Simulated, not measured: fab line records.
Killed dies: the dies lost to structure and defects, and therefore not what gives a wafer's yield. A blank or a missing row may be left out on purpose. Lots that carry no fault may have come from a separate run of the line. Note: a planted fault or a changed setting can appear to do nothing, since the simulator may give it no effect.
Which tool did it? | flow nand_harc | Sampling: 12 lots, 36 wafers, 5 of 1302 route steps

## WHAT THE GAUGES SHOWED, per wafer
NHARC_END_SORT_01.
lot  | measured     | on        | killed_at_array | killed_at_other | killed_at_periphery | killed_dies | killed_open | killed_short
L351 | day 31 08:24 | prober-02 | 70 62 47        | 0 1 0           | 1 0 4               | 71 63 51    | 2 2 2       | 2 3 2

## TOOL THAT RAN EACH LOT (tool first, then ch and the chambers of the sampled wafers, then the start)
lot  | NHARC_A_WL_FILL_ETCHBACK_16                   | NHARC_A_WL_FILL_STRIP_29           | NHARC_A_WL_FILL_CVD_23           | NHARC_A_WL_FILL_ETCHBACK_26
L336 | rie_diel-02 ch 1,2,3, day 21 11:01 or earlier | rie_diel-02 ch 0,3, day 21 11:01   | lpcvd_poly-02 ch 0, day 21 13:44 | rie_si-06 ch 0,2,3, day 21 16:20
L338 | rie_diel-13 ch 0,2, day 21 21:46 or earlier   | rie_diel-13 ch 0,2,3, day 21 21:46 | lpcvd_poly-02 ch 0, day 22 00:32 | rie_si-05 ch 1,2,3, day 22 03:06
L339 | rie_diel-02 ch 0,1,2, day 21 21:50 or earlier | rie_diel-02 ch 0,2,3, day 21 21:50 | lpcvd_poly-02 ch 0, day 22 00:32 | rie_si-01 ch 0,1,2, day 22 03:06
L346 | rie_diel-02 ch 0,1,3, day 25 07:56 or earlier | rie_diel-02 ch 1,3, day 25 07:56   | lpcvd_poly-04 ch 0, day 25 10:43 | rie_si-01 ch 0,1, day 25 13:19
L349 | rie_diel-13 ch 0,2,3, day 26 08:37 or earlier | rie_diel-13 ch 1,2, day 26 08:37   | lpcvd_poly-02 ch 0, day 26 11:38 | rie_si-05 ch 0,1,2, day 26 14:14
L352 | rie_diel-13 ch 0,1,3, day 27 09:47 or earlier | rie_diel-13 ch 1,2,3, day 27 09:47 | lpcvd_poly-02 ch 0, day 27 12:31 | rie_si-05 ch 0,2,3, day 27 15:05
L351 | rie_diel-02 ch 0,1,3, day 27 13:48 or earlier | rie_diel-02 ch 0,2,3, day 27 13:48 | lpcvd_poly-02 ch 0, day 27 16:31 | rie_si-06 ch 0,2, day 27 19:07
L353 | rie_diel-09 ch 1,2,3, day 27 18:20 or earlier | rie_diel-09 ch 1,3, day 27 18:20   | lpcvd_poly-02 ch 0, day 27 21:04 | rie_si-05 ch 0,1,3, day 27 23:43
L354 | rie_diel-02 ch 0,1,2, day 28 07:20 or earlier | rie_diel-02 ch 1,3, day 28 07:20   | lpcvd_poly-02 ch 0, day 28 10:04 | rie_si-01 ch 1,2, day 28 12:40
L355 | rie_diel-09 ch 1,2,3, day 28 07:23 or earlier | rie_diel-09 ch 0,1,2, day 28 07:23 | lpcvd_poly-02 ch 0, day 28 10:04 | rie_si-06 ch 0,2,3, day 28 12:41
L358 | rie_diel-09 ch 1,2,3, day 29 21:31 or earlier | rie_diel-09 ch 1,2,3, day 29 21:31 | lpcvd_poly-04 ch 0, day 30 00:17 | rie_si-01 ch 1,2,3, day 30 02:52
L357 | rie_diel-02 ch 0,2, day 30 01:57 or earlier   | rie_diel-02 ch 0,3, day 30 01:57   | lpcvd_poly-04 ch 0, day 30 04:42 | rie_si-06 ch 0,2,3, day 30 07:18
- NHARC_A_WL_FILL_ETCHBACK_16: etches the open film in C4F8/O2/Ar, target depth 120 nm, time 24 s.
- NHARC_A_WL_FILL_STRIP_29: strips in O2, time 20 s.
- NHARC_A_WL_FILL_CVD_23: deposits poly-Si, target thk 40 nm, time 800 s.
- NHARC_A_WL_FILL_ETCHBACK_26: etches the open film in HBr, target depth 52 nm, time 13.3 s.

## AS READ BY THE TOOLS THEMSELVES (means over the sampled wafers that have a number; for cases with no such wafer, the mark the record gives instead)
NHARC_A_WL_FILL_ETCHBACK_16.
lot  | tool        | bias_w (W) | oes_product_au (a.u.) | rf_fwd_power_W (W) | rf_vpp_V (V)
L336 | rie_diel-02 | 799.1      | 0.99                  | 590.9              | 726
L338 | rie_diel-13 | 796.8      | 0.94                  | 591.3              | 728
L339 | rie_diel-02 | 798.6      | 0.93                  | 592.1              | 727
L346 | rie_diel-02 | 799.2      | 1.00                  | 589.8              | 726
L349 | rie_diel-13 | 799.4      | 0.99                  | 589.6              | 724
L352 | rie_diel-13 | 796.5      | 0.95                  | 587.3              | 724
L351 | rie_diel-02 | 798.3      | 0.96                  | 590.4              | 726
L353 | rie_diel-09 | 801.5      | 0.99                  | 590.0              | 723
L354 | rie_diel-02 | 798.0      | 0.92                  | 591.2              | 727
L355 | rie_diel-09 | 798.5      | 0.92                  | 589.6              | 723
L358 | rie_diel-09 | 799.6      | 0.99                  | 590.3              | 723
L357 | rie_diel-02 | 800.3      | 1.00                  | 589.6              | 726

NHARC_A_WL_FILL_STRIP_29.
lot  | tool        | drypump_motor_current_A (A) | oes_product_au (a.u.) | rf_vpp_V (V) | showerhead_plenum_p_Torr (Torr) | throttle_valve_pct (%)
L336 | rie_diel-02 | 5.7                         | 0.996                 | 58.0         | 3.52                            | 17.037
L338 | rie_diel-13 | 5.7                         | 1.003                 | 57.7         | 3.58                            | 17.045
L339 | rie_diel-02 | 5.6                         | 0.997                 | 57.2         | 3.58                            | 17.031
L346 | rie_diel-02 | 5.5                         | 1.002                 | 57.4         | 3.67                            | 17.031
L349 | rie_diel-13 | 4.9                         | 1.010                 | 57.8         | 3.63                            | 17.035
L352 | rie_diel-13 | 5.2                         | 1.019                 | 58.4         | 3.53                            | 17.035
L351 | rie_diel-02 | 5.6                         | 0.996                 | 56.9         | 3.58                            | 17.042
L353 | rie_diel-09 | 6.2                         | 0.985                 | 57.6         | 3.58                            | 17.040
L354 | rie_diel-02 | 5.5                         | 0.994                 | 58.1         | 3.67                            | 17.037
L355 | rie_diel-09 | 5.8                         | 0.996                 | 57.9         | 3.57                            | 17.034
L358 | rie_diel-09 | 5.8                         | 0.999                 | 58.0         | 3.52                            | 17.048
L357 | rie_diel-02 | 5.7                         | 0.999                 | 57.6         | 3.52                            | 17.039

NHARC_A_WL_FILL_CVD_23.
lot  | tool          | run_length_s (s) | zone_power_centre_pct (%) | zone_power_top_pct (%)
L336 | lpcvd_poly-02 | 801.13           | 8.99                      | 14.6
L338 | lpcvd_poly-02 | 1538.20          | 9.07                      | 14.6
L339 | lpcvd_poly-02 | 1537.60          | 9.04                      | 14.7
L346 | lpcvd_poly-04 | 800.94           | 9.37                      | 18.9
L349 | lpcvd_poly-02 | 800.96           | 9.07                      | 14.7
L352 | lpcvd_poly-02 | 800.97           | 9.06                      | 14.7
L351 | lpcvd_poly-02 | 801.33           | 9.07                      | 14.6
L353 | lpcvd_poly-02 | 801.41           | 9.01                      | 14.7
L354 | lpcvd_poly-02 | 801.79           | 9.00                      | 14.8
L355 | lpcvd_poly-02 | 801.47           | 9.02                      | 14.6
L358 | lpcvd_poly-04 | 801.19           | 9.29                      | 18.9
L357 | lpcvd_poly-04 | 801.32           | 9.37                      | 19.0

NHARC_A_WL_FILL_ETCHBACK_26.
lot  | tool      | bias_w (W) | drypump_motor_current_A (A) | oes_product_au (a.u.) | rf_fwd_power_W (W) | throttle_valve_pct (%)
L336 | rie_si-06 | 60.14      | 5.8                         | 0.997                 | 342.3              | 23.266
L338 | rie_si-05 | 59.96      | 5.1                         | 1.002                 | 343.5              | 23.268
L339 | rie_si-01 | 60.06      | 5.2                         | 1.005                 | 342.7              | 23.276
L346 | rie_si-01 | 59.92      | 5.3                         | 0.988                 | 343.8              | 23.265
L349 | rie_si-05 | 59.94      | 5.3                         | 0.998                 | 344.3              | 23.275
L352 | rie_si-05 | 60.06      | 5.2                         | 1.002                 | 344.7              | 23.263
L351 | rie_si-06 | 59.97      | 5.7                         | 0.998                 | 344.8              | 23.260
L353 | rie_si-05 | 60.00      | 5.3                         | 0.999                 | 343.2              | 23.264
L354 | rie_si-01 | 59.98      | 4.9                         | 0.994                 | 340.9              | 23.265
L355 | rie_si-06 | 59.96      | 5.8                         | 1.002                 | 341.1              | 23.255
L358 | rie_si-01 | 60.35      | 5.3                         | 0.991                 | 342.4              | 23.267
L357 | rie_si-06 | 59.93      | 5.8                         | 0.992                 | 343.0              | 23.270

## THE ANSWER, worked out from the rows above alone
Rule: the lots themselves supply what counts as usual. The widest of any qualifying gaps counts: lots, ordered by their means at a reading, are off when they make up no more than a third of the lots, leave a main group of 4 or more, and stand apart from it by 3 or more times the standard deviation of that group's means. Not used: any main group whose means are identical at the precision the tables above print for the reading. A lot without any number at a reading at which 4 lots or more have one is off too. Any other lot the step has rows for is counted as sound. Order of review: gauges by route order, followed by the tools' own readings, for which a lot's mean as printed above is used. At the first step where some lot is off, the reading lying furthest off is the one used; lots without a number count as furthest.
Off at NHARC_A_WL_FILL_CVD_23 (run_length_s): L338, L339. The main group: mean 801.25 s, standard deviation 0.26.
If a tool, at that step or one of the process steps before it, ran each lot that is off and ran no sound lot following the first of them, it fits. NHARC_A_WL_FILL_ETCHBACK_16 gives no start for some lots, so the hours and the order of its lots are those of NHARC_A_WL_FILL_STRIP_29. Of those tried, none fits.

## WHAT WAS PUT IN BY THE SIMULATOR
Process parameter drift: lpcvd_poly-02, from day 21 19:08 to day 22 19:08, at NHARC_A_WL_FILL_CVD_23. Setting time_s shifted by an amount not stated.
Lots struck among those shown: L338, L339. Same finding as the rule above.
